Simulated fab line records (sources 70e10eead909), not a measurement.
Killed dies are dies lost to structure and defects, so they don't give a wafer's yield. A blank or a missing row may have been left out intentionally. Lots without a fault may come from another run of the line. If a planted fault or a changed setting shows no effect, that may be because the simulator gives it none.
Chamber matching :: flow nand_harc :: NHARC_P_BONDPAD_DEP_00 on pecvd-03 has 3 sister chambers
The step deposits SiCN, target thk 250 nm. 5 wafers are shown with their chamber, then 7 later ones without.

## EACH WAFER AND ITS CHAMBER
wafer: L085.1
chamber: 2
heater_power_w (W): 493

wafer: L085.2
chamber: 1
heater_power_w (W): 545

wafer: L085.6
chamber: 2
heater_power_w (W): 503

wafer: L087.3
chamber: 0
heater_power_w (W): 605

wafer: L087.5
chamber: 0
heater_power_w (W): 600

## WAFERS WITH NO CHAMBER GIVEN
wafer: L087.6
heater_power_w (W): 575

wafer: L091.2
heater_power_w (W): 553

wafer: L091.5
heater_power_w (W): 571

wafer: L091.6
heater_power_w (W): 550

wafer: L093.3
heater_power_w (W): 546

wafer: L093.4
heater_power_w (W): 635

wafer: L093.5
heater_power_w (W): 606

## EACH ONE'S CHAMBER
wafer: L087.6
from the rows above: can't be placed: 0 or 1
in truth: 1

wafer: L091.2
from the rows above: 1
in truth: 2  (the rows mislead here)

wafer: L091.5
from the rows above: can't be placed: 1 or 0
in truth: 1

wafer: L091.6
from the rows above: 1
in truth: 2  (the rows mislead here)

wafer: L093.3
from the rows above: 1
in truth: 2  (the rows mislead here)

wafer: L093.4
from the rows above: 0
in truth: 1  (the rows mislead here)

wafer: L093.5
from the rows above: 0
in truth: 0
Correct placement for 1 of the 7. These rows do not allow placing 2 (true chamber among the candidates in 2). Number placed wrongly: 4.
How it was worked out, from the rows above alone: a wafer's distance from a chamber is the root of the sum, over the readings, of the square of ((its reading less the chamber's mean) divided by the reading's scatter). If the next closest chamber is less than 2 further off than the closest, the wafer can't be placed; otherwise it belongs to the closest. A chamber's mean is the mean of its shown wafers. How the scatter is found: for the shown wafers, subtract from each reading the mean of its chamber, square and add these, divide the total by (wafers less chambers), then take the root.
